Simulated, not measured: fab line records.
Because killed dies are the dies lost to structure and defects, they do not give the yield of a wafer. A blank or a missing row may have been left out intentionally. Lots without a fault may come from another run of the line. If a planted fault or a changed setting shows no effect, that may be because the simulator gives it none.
What tool caused it?	flow n5Finfet	69 wafers from 23 lots sampled at 6 of the route's 1938 steps

== WHAT EACH GAUGE READ, for each wafer ==
The record lacks any reading of a measuring or inspecting step that a usual standard deviation could be used to judge.

== TOOL THAT RAN EACH LOT (tool first, then ch and the chambers of the sampled wafers, then the start) ==
lot	N5_MOL_CONTACT_COAG_ETCH_66	N5_MOL_CONTACT_COAG_ALD_133	N5_MOL_CONTACT_COAG_STRIP_72	N5_BEOL_M0_SAQP_ILD_DEP_01	N5_BEOL_M0_SAQP_PECVD_96	N5_BEOL_M0_SAQP_MANDREL_ETCH_20
L074	rieDiel-01 ch 2,3, day 5 07:36	aldSin-03 ch 0,3, day 5 07:41	rieDiel-01 ch 1,3, day 5 08:08	pecvd-01 ch 0,1,2, day 5 13:13	pecvd-01 ch 1,2, day 5 14:50	rieSi-05 ch 1,2,3, day 5 15:52
L075	rieDiel-05 ch 0,1,3, day 5 09:57	aldSin-04 ch 0,2,3, day 5 10:10	rieDiel-05 ch 2,3, day 5 10:39	pecvd-01 ch 0,2, day 5 16:13	pecvd-03 ch 1,2, day 5 18:23	rieSi-05 ch 0,1,3, day 5 19:25
L076	rieDiel-01 ch 1,2, day 5 16:13	aldSin-01 ch 1,2,3, day 5 16:18	rieDiel-02 ch 0,1, day 5 16:52	pecvd-01 ch 0,1,2, day 5 21:16	pecvd-01 ch 0,1,2, day 5 21:29	rieSi-06 ch 1,2, day 5 22:31
L077	rieDiel-01 ch 0,2,3, day 5 21:08	aldSin-04 ch 1,3, day 5 21:13	rieDiel-05 ch 0,2,3, day 5 21:40	pecvd-03 ch 1,2, day 6 02:06	pecvd-01 ch 0,1, day 6 03:23	rieSi-01 ch 0,2,3, day 6 04:41
L078	rieDiel-05 ch 0,1, day 6 03:56	aldSin-01 ch 0,3, day 6 04:01	rieDiel-02 ch 1,2,3, day 6 04:28	pecvd-03 ch 0,1,2, day 6 08:53	pecvd-03 ch 0,1,2, day 6 10:42	rieSi-06 ch 1,2, day 6 11:36
L079	rieDiel-01 ch 0,1,2, day 6 12:16	aldSin-04 ch 0,2,3, day 6 12:40	rieDiel-01 ch 0,1,2, day 6 13:07	pecvd-01 ch 0,1,2, day 6 17:31	pecvd-03 ch 0,1,2, day 6 18:11	rieSi-05 ch 0,1,3, day 6 19:12
L080	rieDiel-02 ch 0,3, day 6 16:00	aldSin-04 ch 1,2, day 6 16:05	rieDiel-02 ch 1,2, day 6 16:32	pecvd-04 ch 1,2, day 6 20:55	pecvd-01 ch 1,2, day 6 21:13	rieSi-01 ch 0,2,3, day 6 22:21
L081	rieDiel-02 ch 0,3, day 6 19:53	aldSin-01 ch 1,2,3, day 6 19:58	rieDiel-01 ch 0,3, day 6 20:26	pecvd-01 ch 1,2, day 7 00:52	pecvd-01 ch 0,2, day 7 01:33	rieSi-06 ch 0,2,3, day 7 02:35
L082	rieDiel-05 ch 0,3, day 7 05:28	aldSin-03 ch 1,2, day 7 07:15	rieDiel-02 ch 0,2,3, day 7 07:42	pecvd-03 ch 0,1,2, day 7 12:05	pecvd-04 ch 0,1,2, day 7 12:59	rieSi-06 ch 0,1,3, day 7 14:02
L083	rieDiel-01 ch 0,1,2, day 7 09:46	aldSin-03 ch 0,1,2, day 7 09:50	rieDiel-02 ch 0,1,3, day 7 10:18	pecvd-04 ch 1,2, day 7 15:05	pecvd-03 ch 0,1, day 7 16:30	rieSi-05 ch 0,1,2, day 7 17:28
L084	rieDiel-05 ch 1,2, day 7 18:15	aldSin-04 ch 1,2,3, day 7 18:23	rieDiel-02 ch 2,3, day 7 18:59	pecvd-01 ch 0,1,2, day 7 23:26	pecvd-03 ch 1,2, day 8 01:25	rieSi-01 ch 0,2,3, day 8 02:20
L085	rieDiel-05 ch 0,3, day 8 01:17	aldSin-03 ch 0,2, day 8 01:34	rieDiel-02 ch 2,3, day 8 02:02	pecvd-03 ch 0,1, day 8 06:26	pecvd-03 ch 1,2, day 8 08:52	rieSi-05 ch 0,1, day 8 09:46
L086	rieDiel-02 ch 1,2, day 8 11:25	aldSin-01 ch 0,1,3, day 8 12:11	rieDiel-05 ch 2,3, day 8 12:38	pecvd-01 ch 0,1,2, day 8 17:13	pecvd-01 ch 0,1,2, day 8 19:01	rieSi-06 ch 1,2, day 8 20:15
L087	rieDiel-02 ch 0,2,3, day 8 17:45	aldSin-01 ch 0,2,3, day 8 18:32	rieDiel-02 ch 0,1, day 8 19:00	pecvd-01 ch 0,1, day 8 23:24	pecvd-01 ch 0,1, day 9 00:10	rieSi-05 ch 0,1,3, day 9 01:04
L088	rieDiel-02 ch 0,3, day 8 21:26	aldSin-03 ch 0,1,3, day 8 21:31	rieDiel-02 ch 0,1,3, day 8 21:59	pecvd-01 ch 0,1, day 9 02:24	pecvd-03 ch 0,2, day 9 03:55	rieSi-01 ch 1,2,3, day 9 04:49
L090	rieDiel-01 ch 0,1,2, day 9 01:25	aldSin-03 ch 1,2,3, day 9 01:30	rieDiel-01 ch 0,1,3, day 9 01:58	pecvd-04 ch 0,1,2, day 9 08:24	pecvd-01 ch 0,1,2, day 9 08:37	rieSi-06 ch 1,2,3, day 9 09:34
L091	rieDiel-05 ch 0,2,3, day 9 09:04	aldSin-04 ch 2,3, day 9 09:08	rieDiel-05 ch 2,3, day 9 09:36	pecvd-03 ch 0,1, day 9 14:00	pecvd-01 ch 1,2, day 9 16:06	rieSi-06 ch 0,1,2, day 9 17:01
L092	rieDiel-01 ch 0,3, day 9 19:30	aldSin-04 ch 0,2,3, day 9 19:40	rieDiel-02 ch 0,1, day 9 20:07	pecvd-03 ch 0,1, day 10 00:32	pecvd-03 ch 0,1, day 10 01:47	rieSi-01 ch 0,2,3, day 10 02:52
L093	rieDiel-01 ch 0,3, day 9 21:37	aldSin-01 ch 0,2, day 9 21:42	rieDiel-02 ch 2,3, day 9 22:10	pecvd-01 ch 0,1, day 10 03:31	pecvd-03 ch 0,1, day 10 05:11	rieSi-01 ch 1,2,3, day 10 06:19
L094	rieDiel-02 ch 1,2,3, day 10 03:22	aldSin-01 ch 0,2,3, day 10 03:27	rieDiel-02 ch 0,1,2, day 10 03:55	pecvd-03 ch 0,1, day 10 08:19	pecvd-04 ch 0,1, day 10 08:48	rieSi-06 ch 0,1,2, day 10 09:50
L095	rieDiel-01 ch 0,1,3, day 10 11:58	aldSin-01 ch 0,1,2, day 10 12:09	rieDiel-01 ch 0,1, day 10 12:37	pecvd-04 ch 1,2, day 10 17:00	pecvd-04 ch 1,2, day 10 18:02	rieSi-01 ch 0,2,3, day 10 19:10
L096	rieDiel-01 ch 0,2,3, day 11 00:52	aldSin-01 ch 0,1,2, day 11 00:56	rieDiel-02 ch 0,1, day 11 01:34	pecvd-01 ch 2, day 11 05:58	pecvd-03 ch 0,1, day 11 08:36	rieSi-01 ch 0,2,3, day 11 09:38
L097	rieDiel-01 ch 0,2,3, day 11 02:37	aldSin-03 ch 0,1,3, day 11 02:42	rieDiel-02 ch 0,1,3, day 11 03:10	pecvd-03 ch 0,1,2, day 11 08:58	pecvd-01 ch 1,2, day 11 09:40	rieSi-06 ch 0,1,3, day 11 10:39
- N5_MOL_CONTACT_COAG_ETCH_66: etches SiARC in CF4, target depth 13 nm, time 21.7 s.
- N5_MOL_CONTACT_COAG_ALD_133: deposits SiO2, target thk 5 nm, pulse time 1 s, co reactant pulse time 1 s.
- N5_MOL_CONTACT_COAG_STRIP_72: strips in N2/H2.
- N5_BEOL_M0_SAQP_ILD_DEP_01: deposits SiOC from DEMS/O2, target thk 45.419 nm, time 8.7 s.
- N5_BEOL_M0_SAQP_PECVD_96: deposits a-Si from SiH4/He, target thk 45 nm, time 45.2 s.
- N5_BEOL_M0_SAQP_MANDREL_ETCH_20: etches a-Si in HBr/Cl2, stops on SiNx, target depth 60 nm, bt time 10 s, time 30 s.

== AS READ BY THE TOOLS THEMSELVES (means over the sampled wafers that have a number; for cases with no such wafer, the mark the record gives instead) ==
N5_MOL_CONTACT_COAG_ETCH_66.
lot	tool	drypumpMotorCurrentA (A)	etchRfOnTimeS (s)	oesProductAu (a.u.)	rfVppV (V)	showerheadPlenumPTorr (Torr)	throttleValvePct (%)
L074	rieDiel-01	5.7	20.5	0.67	183.9	2.08	15.58
L075	rieDiel-05	6.0	22.1	0.65	185.5	2.23	15.54
L076	rieDiel-01	5.8	21.2	0.62	183.5	2.17	15.70
L077	rieDiel-01	5.8	21.3	0.74	183.9	2.11	15.55
L078	rieDiel-05	6.0	22.1	0.62	184.3	2.21	15.61
L079	rieDiel-01	6.0	21.6	0.69	183.7	2.13	15.70
L080	rieDiel-02	5.5	21.3	0.65	184.3	2.10	15.81
L081	rieDiel-02	5.7	21.4	0.64	183.0	2.07	15.71
L082	rieDiel-05	6.1	21.9	0.63	184.8	2.22	15.64
L083	rieDiel-01	6.0	21.4	0.68	183.8	2.13	15.71
L084	rieDiel-05	5.7	21.7	0.65	183.9	2.10	15.61
L085	rieDiel-05	6.0	21.9	0.67	185.2	2.24	15.52
L086	rieDiel-02	5.5	21.9	0.73	183.9	2.15	15.52
L087	rieDiel-02	5.5	21.8	0.64	182.2	2.08	15.72
L088	rieDiel-02	5.7	21.7	0.62	183.6	2.06	15.76
L090	rieDiel-01	6.0	21.5	0.66	183.0	2.12	15.74
L091	rieDiel-05	5.9	21.7	0.65	184.2	2.16	15.63
L092	rieDiel-01	5.8	21.7	0.75	184.1	2.12	15.60
L093	rieDiel-01	5.5	21.1	0.73	183.8	2.14	15.47
L094	rieDiel-02	5.5	21.9	0.69	185.0	2.16	15.67
L095	rieDiel-01	5.7	21.7	0.69	184.6	2.16	15.62
L096	rieDiel-01	5.8	21.0	0.77	184.5	2.18	15.50
L097	rieDiel-01	5.8	21.1	0.76	184.9	2.18	15.50

N5_MOL_CONTACT_COAG_ALD_133.
lot	tool	heaterPowerW (W)	precursorPulseHeightRel
L074	aldSin-03	79	0.998
L075	aldSin-04	83	1.021
L076	aldSin-01	72	1.004
L077	aldSin-04	82	1.011
L078	aldSin-01	73	1.002
L079	aldSin-04	83	0.990
L080	aldSin-04	81	1.021
L081	aldSin-01	73	0.995
L082	aldSin-03	75	0.984
L083	aldSin-03	74	1.015
L084	aldSin-04	82	1.007
L085	aldSin-03	73	1.004
L086	aldSin-01	76	1.013
L087	aldSin-01	71	1.001
L088	aldSin-03	78	0.995
L090	aldSin-03	77	1.022
L091	aldSin-04	84	1.013
L092	aldSin-04	85	0.998
L093	aldSin-01	67	1.011
L094	aldSin-01	72	1.012
L095	aldSin-01	73	0.993
L096	aldSin-01	72	0.998
L097	aldSin-03	77	1.000

N5_MOL_CONTACT_COAG_STRIP_72.
lot	tool	biasPowerW (W)	drypumpMotorCurrentA (A)	oesProductAu (a.u.)	rfVppV (V)	showerheadPlenumPTorr (Torr)	throttleValvePct (%)
L074	rieDiel-01	6.977	5.58	0.78	57.9	2.60	23.4
L075	rieDiel-05	7.022	5.66	0.82	59.1	2.53	23.6
L076	rieDiel-02	7.027	5.77	0.72	59.4	2.42	23.7
L077	rieDiel-05	7.015	5.92	0.78	59.8	2.59	23.8
L078	rieDiel-02	7.014	5.48	0.75	59.4	2.47	23.9
L079	rieDiel-01	6.974	5.95	0.80	58.4	2.51	23.7
L080	rieDiel-02	6.991	5.47	0.79	58.6	2.44	23.8
L081	rieDiel-01	6.987	5.47	0.89	59.2	2.55	23.5
L082	rieDiel-02	6.988	5.54	0.77	58.4	2.47	23.5
L083	rieDiel-02	7.001	5.63	0.71	58.7	2.45	23.9
L084	rieDiel-02	6.984	5.40	0.77	59.2	2.50	23.7
L085	rieDiel-02	7.005	5.39	0.78	60.2	2.50	23.7
L086	rieDiel-05	6.982	5.73	0.82	61.3	2.60	23.5
L087	rieDiel-02	6.983	5.77	0.80	59.8	2.52	23.6
L088	rieDiel-02	7.004	5.63	0.81	58.3	2.55	23.7
L090	rieDiel-01	7.003	5.68	0.82	57.9	2.55	23.6
L091	rieDiel-05	7.013	5.74	0.81	58.1	2.60	23.5
L092	rieDiel-02	7.008	5.76	0.79	56.2	2.51	23.6
L093	rieDiel-02	6.998	5.38	0.78	58.4	2.47	23.6
L094	rieDiel-02	6.999	5.63	0.80	58.6	2.52	23.6
L095	rieDiel-01	6.989	5.88	0.77	58.2	2.56	23.7
L096	rieDiel-02	7.013	5.74	0.82	59.6	2.61	23.8
L097	rieDiel-02	6.983	5.64	0.76	57.9	2.54	23.8

N5_BEOL_M0_SAQP_ILD_DEP_01.
lot	tool	heaterPowerW (W)	showerheadPlenumPTorr (Torr)	throttleValvePct (%)
L074	pecvd-01	490	5.688	11.7
L075	pecvd-01	467	5.680	11.8
L076	pecvd-01	458	5.684	11.6
L077	pecvd-03	436	5.688	13.9
L078	pecvd-03	454	5.682	12.9
L079	pecvd-01	502	5.684	11.6
L080	pecvd-04	629	5.687	12.1
L081	pecvd-01	461	5.675	11.5
L082	pecvd-03	475	5.680	12.9
L083	pecvd-04	618	5.698	11.8
L084	pecvd-01	463	5.688	11.7
L085	pecvd-03	494	5.666	11.6
L086	pecvd-01	495	5.681	11.7
L087	pecvd-01	469	5.683	11.7
L088	pecvd-01	408	5.702	11.6
L090	pecvd-04	557	5.705	12.1
L091	pecvd-03	487	5.675	12.3
L092	pecvd-03	494	5.680	11.6
L093	pecvd-01	489	5.696	11.8
L094	pecvd-03	519	5.674	11.4
L095	pecvd-04	552	5.691	11.9
L096	pecvd-01	512	5.667	11.9
L097	pecvd-03	482	5.677	11.5

N5_BEOL_M0_SAQP_PECVD_96.
lot	tool	heaterPowerW (W)	showerheadPlenumPTorr (Torr)	throttleValvePct (%)
L074	pecvd-01	605	5.58	17.6
L075	pecvd-03	600	5.63	20.7
L076	pecvd-01	644	5.63	17.9
L077	pecvd-01	566	5.68	17.9
L078	pecvd-03	583	5.62	19.5
L079	pecvd-03	597	5.61	19.2
L080	pecvd-01	612	5.58	17.6
L081	pecvd-01	645	5.64	17.7
L082	pecvd-04	718	5.69	18.1
L083	pecvd-03	634	5.60	18.7
L084	pecvd-03	595	5.64	20.5
L085	pecvd-03	595	5.64	21.2
L086	pecvd-01	648	5.64	17.8
L087	pecvd-01	561	5.64	17.6
L088	pecvd-03	627	5.60	18.2
L090	pecvd-01	639	5.64	17.6
L091	pecvd-01	618	5.58	17.7
L092	pecvd-03	591	5.59	17.4
L093	pecvd-03	583	5.59	17.4
L094	pecvd-04	820	5.68	18.6
L095	pecvd-04	694	5.68	17.8
L096	pecvd-03	627	5.58	17.7
L097	pecvd-01	622	5.60	17.7

N5_BEOL_M0_SAQP_MANDREL_ETCH_20.
lot	tool	drypumpMotorCurrentA (A)	heBacksideLeakSccm (sccm)	oesProductAu (a.u.)	throttleValvePct (%)
L074	rieSi-05	5.6	2.79	0.781	35.7
L075	rieSi-05	5.8	2.79	0.782	35.3
L076	rieSi-06	6.1	2.55	0.758	35.2
L077	rieSi-01	5.9	2.92	0.768	35.2
L078	rieSi-06	6.1	2.56	0.780	35.3
L079	rieSi-05	5.8	2.76	0.779	35.3
L080	rieSi-01	6.0	2.74	0.777	35.1
L081	rieSi-06	6.1	2.53	0.772	35.5
L082	rieSi-06	6.0	2.52	0.757	35.4
L083	rieSi-05	6.0	2.66	0.767	35.5
L084	rieSi-01	5.9	2.90	0.768	35.1
L085	rieSi-05	5.8	2.66	0.780	35.2
L086	rieSi-06	6.1	2.43	0.766	35.2
L087	rieSi-05	5.8	2.77	0.775	35.3
L088	rieSi-01	5.7	2.62	0.781	35.2
L090	rieSi-06	6.0	2.51	0.770	35.4
L091	rieSi-06	6.2	2.60	0.761	35.3
L092	rieSi-01	6.0	2.79	0.774	35.1
L093	rieSi-01	5.8	2.71	0.769	35.2
L094	rieSi-06	6.2	2.49	0.762	35.3
L095	rieSi-01	6.0	2.72	0.772	35.1
L096	rieSi-01	5.9	2.80	0.773	35.1
L097	rieSi-06	6.0	2.56	0.768	35.3

== THE ANSWER, worked out from the rows above alone ==
Rule: the usual values come from the lots themselves. Put in order of their means at a reading, lots are off if they are a third of the lots or fewer, leave a main group of 4 or more, and stand apart from it by a gap of 3 or more times the standard deviation of the main group's means; of several such gaps the widest counts. A main group whose means are all the same, to the digits that the tables above print for the reading, isn't used. A lot without any number at a reading at which 4 lots or more have one is off too. Any other lot the step has rows for is counted as sound. The gauges are gone through in route order, then the tools' own readings, and for those a lot's mean is taken as printed above. At the first step where some lot is off, the reading lying furthest off is the one used; lots without a number count as furthest.
No lot is off at any reading shown: from this, nothing can be told.

== WHAT THE SIMULATOR HAD PUT IN ==
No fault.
